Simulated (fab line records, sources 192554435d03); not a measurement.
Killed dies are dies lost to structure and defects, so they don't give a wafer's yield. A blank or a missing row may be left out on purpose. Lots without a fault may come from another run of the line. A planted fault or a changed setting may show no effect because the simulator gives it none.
Split-lot experiment | flow n5_finfet | 7 lots, 39 wafers read, on a route of 1938 steps

THE SPLIT
At N5_BEOL_M5_ILD_DEP_00 (deposits SiCOH lowk from DEMS/porogen, target thk 140.64 nm, time 25.9 s), the setting target_thk_a was moved away from the recipe's 1406.4 angstrom on 9 of the 39 wafers read, by -20.6% to -17.3%. The other wafers ran this setting at the recipe's value.

FROM THE SPLIT TO THE READING: what the file shows between them, 1 step
- N5_BEOL_M5_CURE_79: cures SiCOH lowk, time 240 s

THE READING
M5_ILD_THK, in nm, at N5_BEOL_M5_THK_MEAS_01. Fault-free wafers of this fab line usually give 121.2 nm, standard deviation 1.6 nm.

wafer  | tool, chamber at the split | target_thk_a as run, angstrom | against the recipe | M5_ILD_THK, nm | against lot-mates on the recipe
L074.2 | pecvd-02, 0                | 1406.4                        | recipe             | 120.1          | -
L074.4 | pecvd-02, 1                | 1406.4                        | recipe             | 123.4          | -
L074.6 | pecvd-02, 0                | 1406.4                        | recipe             | 120.7          | -
L076.1 | pecvd-03, 0                | 1406.4                        | recipe             | 121.7          | -
L076.2 | pecvd-03, 1                | 1406.4                        | recipe             | 119.3          | -
L076.3 | pecvd-03, 2                | 1406.4                        | recipe             | 119.0          | -
L076.4 | pecvd-03, 0,1              | 1406.4                        | recipe             | 122.7          | -
L076.5 | pecvd-03, 2                | 1406.4                        | recipe             | 120.6          | -
L076.6 | pecvd-03, 0,1              | 1406.4                        | recipe             | 122.7          | -
L079.1 | pecvd-04, 2,1,0            | 1406.4                        | recipe             | 122.9          | -
L079.2 | pecvd-04, 1                | 1406.4                        | recipe             | 121.3          | -
L079.3 | pecvd-04, 0                | 1406.4                        | recipe             | 121.4          | -
L079.4 | pecvd-04, 2                | 1406.4                        | recipe             | 124.0          | -
L079.5 | pecvd-04, 2,1,0            | 1406.4                        | recipe             | 122.9          | -
L079.6 | pecvd-04, 2,1,0            | 1406.4                        | recipe             | 122.7          | -
L083.1 | pecvd-04, 2                | 1124                          | -20.1%             | 96.1           | -24.5
L083.2 | pecvd-04, 1                | 1406.4                        | recipe             | 119.5          | -
L083.3 | pecvd-04, 0                | 1124                          | -20.1%             | 95.7           | -24.9
L083.4 | pecvd-04, 1                | 1406.4                        | recipe             | 120.4          | -
L083.5 | pecvd-04, 0                | 1124                          | -20.1%             | 97.0           | -23.6
L083.6 | pecvd-04, 2                | 1406.4                        | recipe             | 121.9          | -
L088.1 | pecvd-04, 0                | 1406.4                        | recipe             | 119.6          | -
L088.2 | pecvd-04, 1                | 1163                          | -17.3%             | 97.8           | -23.1
L088.3 | pecvd-04, 2                | 1163                          | -17.3%             | 98.8           | -22.1
L088.4 | pecvd-04, 2                | 1163                          | -17.3%             | 101.1          | -19.8
L088.5 | pecvd-04, 1                | 1406.4                        | recipe             | 119.4          | -
L088.6 | pecvd-04, 0                | 1406.4                        | recipe             | 123.8          | -
L092.1 | pecvd-03, 1,1,2            | 1406.4                        | recipe             | 122.1          | -
L092.2 | pecvd-03, 0                | 1406.4                        | recipe             | 120.2          | -
L092.3 | pecvd-03, 2                | 1406.4                        | recipe             | 120.9          | -
L092.4 | pecvd-03, 1,1,2            | 1406.4                        | recipe             | 122.2          | -
L092.5 | pecvd-03, 0                | 1406.4                        | recipe             | 124.1          | -
L092.6 | pecvd-03, 1,1,2            | 1406.4                        | recipe             | 121.9          | -
L093.1 | pecvd-02, 0,2              | 1116                          | -20.6%             | 95.5           | -26.2
L093.2 | pecvd-02, 1                | 1406.4                        | recipe             | 120.7          | -
L093.3 | pecvd-02, 2                | 1406.4                        | recipe             | 120.1          | -
L093.4 | pecvd-02, 1                | 1406.4                        | recipe             | 124.4          | -
L093.5 | pecvd-02, 0,2              | 1116                          | -20.6%             | 95.4           | -26.3
L093.6 | pecvd-02, 0                | 1116                          | -20.6%             | 96.8           | -24.9
Where a row lists several chambers, the file gives one row for several wafers and doesn't say which wafer went through which chamber.

THE FIT
A straight line over all 39 wafers: M5_ILD_THK changes by +1.26 nm for each +1% of target_thk_a; r = +0.99; the points scatter about the line by 1.5 nm.
The same after taking each lot's own level away (the mean of its wafers on the recipe; 39 wafers): +1.24 nm for each +1%; r = +0.99; scatter 1.4 nm.
On that fit, the largest move of target_thk_a shifts the reading by 26 nm.
The lots' own levels span 120.60 to 122.53 nm, that is 1.2 times the standard deviation above.
So the lot-to-lot level changes the slope little: the two slopes agree.
Check: with one of the wafers moved furthest among these (-20.6%) left out of the fit, the line predicts -25.5 nm for it against its lot-mates. It came out at -26.2 nm against them.

OTHER SPLITS ON THESE WAFERS
These wafers also went through other splits before the reading. Each is held against what the fit with the lots' levels taken away leaves over:
other split on the same wafers           | wafers away from the commonest value | r with M5_ILD_THK (lot level and that fit taken away)
N5_BEOL_M0_SAQP_HM_DEP_02 target_thk_a   | 15                                   | +0.17
N5_BEOL_M2_DESCUM_33 time_s              | 18                                   | +0.21
N5_BEOL_M3_TRENCH_ETCH_37 target_depth_a | 15                                   | +0.05

THE WHOLE CHAIN: every reading that the file lists as answering this split, in the file's order
step                   | what it does                                                             | reading                                                                                  | change (the file's fit)              | r (the file's)
N5_BEOL_M5_ILD_DEP_00  | deposits SiCOH lowk from DEMS/porogen, target thk 140.64 nm, time 25.9 s | SiCOH_lowk_of_BEOL_M5_ILD_DEP_00.thk_nm (the simulator's own value, which no gauge read) | +1.43 nm for each +1% of the setting | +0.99
N5_BEOL_M5_CURE_79     | cures SiCOH lowk, time 240 s                                             | SiCOH_lowk_of_BEOL_M5_ILD_DEP_00.thk_nm (the simulator's own value, which no gauge read) | +1.24 nm for each +1% of the setting | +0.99
N5_BEOL_M5_THK_MEAS_01 |                                                                          | M5_ILD_THK                                                                               | +1.24 for each +1% of the setting    | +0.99

THE FILE'S OWN FIT
M5_ILD_THK changes by +1.24 nm for each +1% of target_thk_a, r = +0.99.
